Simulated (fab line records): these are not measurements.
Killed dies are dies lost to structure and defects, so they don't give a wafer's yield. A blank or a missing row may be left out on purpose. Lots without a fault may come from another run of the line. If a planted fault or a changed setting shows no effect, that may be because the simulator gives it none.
Chamber matching / flow nandHarc / NHARC_A_WL_FILL_ALD_00 on aldHk-04: 4 sister chambers
The step deposits Al2O3, target thk 3 nm, pulse time 3 s, ald cycles 30. 27 wafers are shown with their chamber, then 12 later ones without.

== WAFERS WITH THEIR CHAMBER ==
wafer=L075.2; chamber=0; heaterPowerW (W)=467; precursorPulseHeightRel=1.024
wafer=L075.3; chamber=3; heaterPowerW (W)=467; precursorPulseHeightRel=0.995
wafer=L075.6; chamber=0; heaterPowerW (W)=467; precursorPulseHeightRel=0.990
wafer=L076.1; chamber=0; heaterPowerW (W)=474; precursorPulseHeightRel=1.008
wafer=L076.2; chamber=2; heaterPowerW (W)=434; precursorPulseHeightRel=0.956
wafer=L076.3; chamber=1; heaterPowerW (W)=561; precursorPulseHeightRel=0.980
wafer=L078.3; chamber=0; heaterPowerW (W)=479; precursorPulseHeightRel=1.031
wafer=L078.4; chamber=2; heaterPowerW (W)=437; precursorPulseHeightRel=1.040
wafer=L078.6; chamber=3; heaterPowerW (W)=452; precursorPulseHeightRel=0.990
wafer=L083.2; chamber=1; heaterPowerW (W)=555; precursorPulseHeightRel=1.033
wafer=L083.3; chamber=0; heaterPowerW (W)=471; precursorPulseHeightRel=0.984
wafer=L083.4; chamber=2; heaterPowerW (W)=435; precursorPulseHeightRel=1.044
wafer=L084.1; chamber=2; heaterPowerW (W)=451; precursorPulseHeightRel=0.990
wafer=L084.5; chamber=1; heaterPowerW (W)=550; precursorPulseHeightRel=0.987
wafer=L084.6; chamber=0; heaterPowerW (W)=465; precursorPulseHeightRel=0.994
wafer=L086.3; chamber=1; heaterPowerW (W)=559; precursorPulseHeightRel=1.006
wafer=L086.4; chamber=0; heaterPowerW (W)=461; precursorPulseHeightRel=1.002
wafer=L086.6; chamber=3; heaterPowerW (W)=468; precursorPulseHeightRel=0.988
wafer=L088.2; chamber=0; heaterPowerW (W)=480; precursorPulseHeightRel=1.021
wafer=L088.3; chamber=2; heaterPowerW (W)=446; precursorPulseHeightRel=0.980
wafer=L088.5; chamber=1; heaterPowerW (W)=567; precursorPulseHeightRel=1.014
wafer=L092.2; chamber=3; heaterPowerW (W)=457; precursorPulseHeightRel=1.027
wafer=L092.4; chamber=1; heaterPowerW (W)=597; precursorPulseHeightRel=1.025
wafer=L092.5; chamber=1; heaterPowerW (W)=602; precursorPulseHeightRel=0.972
wafer=L093.1; chamber=2; heaterPowerW (W)=451; precursorPulseHeightRel=0.957
wafer=L093.2; chamber=3; heaterPowerW (W)=443; precursorPulseHeightRel=0.953
wafer=L093.5; chamber=3; heaterPowerW (W)=436; precursorPulseHeightRel=0.996

SIGNATURES, as means of the wafers listed above
reading=heaterPowerW; chamber 0=470.50; chamber 1=570.14; chamber 2=442.33; chamber 3=453.83; scatter within a chamber=13.3
reading=precursorPulseHeightRel; chamber 0=1.00675; chamber 1=1.00243; chamber 2=0.99450; chamber 3=0.99150; scatter within a chamber=0.0262
Rule: a wafer lies at a distance from a chamber equal to the root of the sum of squares, over the readings, of (its reading less the chamber's mean, divided by the reading's scatter). The wafer belongs to the nearest chamber; if the next one is less than 2 further off, it can't be placed. How the scatter is found: for the shown wafers, subtract from each reading the mean of its chamber, square and add these, divide the total by (wafers less chambers), then take the root.

== WAFERS WHOSE CHAMBER IS MISSING ==
wafer=L096.1; heaterPowerW (W)=578; precursorPulseHeightRel=0.994
wafer=L096.2; heaterPowerW (W)=440; precursorPulseHeightRel=1.014
wafer=L096.4; heaterPowerW (W)=467; precursorPulseHeightRel=0.977
wafer=L097.1; heaterPowerW (W)=463; precursorPulseHeightRel=0.995
wafer=L097.3; heaterPowerW (W)=463; precursorPulseHeightRel=0.989
wafer=L097.5; heaterPowerW (W)=458; precursorPulseHeightRel=0.988
wafer=L095.4; heaterPowerW (W)=453; precursorPulseHeightRel=0.984
wafer=L095.5; heaterPowerW (W)=592; precursorPulseHeightRel=1.004
wafer=L095.6; heaterPowerW (W)=443; precursorPulseHeightRel=0.969
wafer=L094.1; heaterPowerW (W)=606; precursorPulseHeightRel=1.014
wafer=L094.3; heaterPowerW (W)=447; precursorPulseHeightRel=1.016
wafer=L094.5; heaterPowerW (W)=578; precursorPulseHeightRel=0.975

== WHICH CHAMBER EACH WENT THROUGH ==
wafer=L096.1; from the rows above=1; in truth=1
wafer=L096.2; from the rows above=can't be placed: 2 or 3 or 0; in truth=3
wafer=L096.4; from the rows above=can't be placed: 3 or 0 or 2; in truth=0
wafer=L097.1; from the rows above=can't be placed: 3 or 0 or 2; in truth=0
wafer=L097.3; from the rows above=can't be placed: 3 or 0 or 2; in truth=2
wafer=L097.5; from the rows above=can't be placed: 3 or 0 or 2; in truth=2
wafer=L095.4; from the rows above=can't be placed: 3 or 2 or 0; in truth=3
wafer=L095.5; from the rows above=1; in truth=1
wafer=L095.6; from the rows above=can't be placed: 2 or 3 or 0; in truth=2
wafer=L094.1; from the rows above=1; in truth=1
wafer=L094.3; from the rows above=can't be placed: 2 or 3 or 0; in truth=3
wafer=L094.5; from the rows above=1; in truth=1
Placed correctly: 4 of 12. From these rows, 8 cannot be placed; in 8 the true chamber is one of the candidates. Placed wrongly: 0.
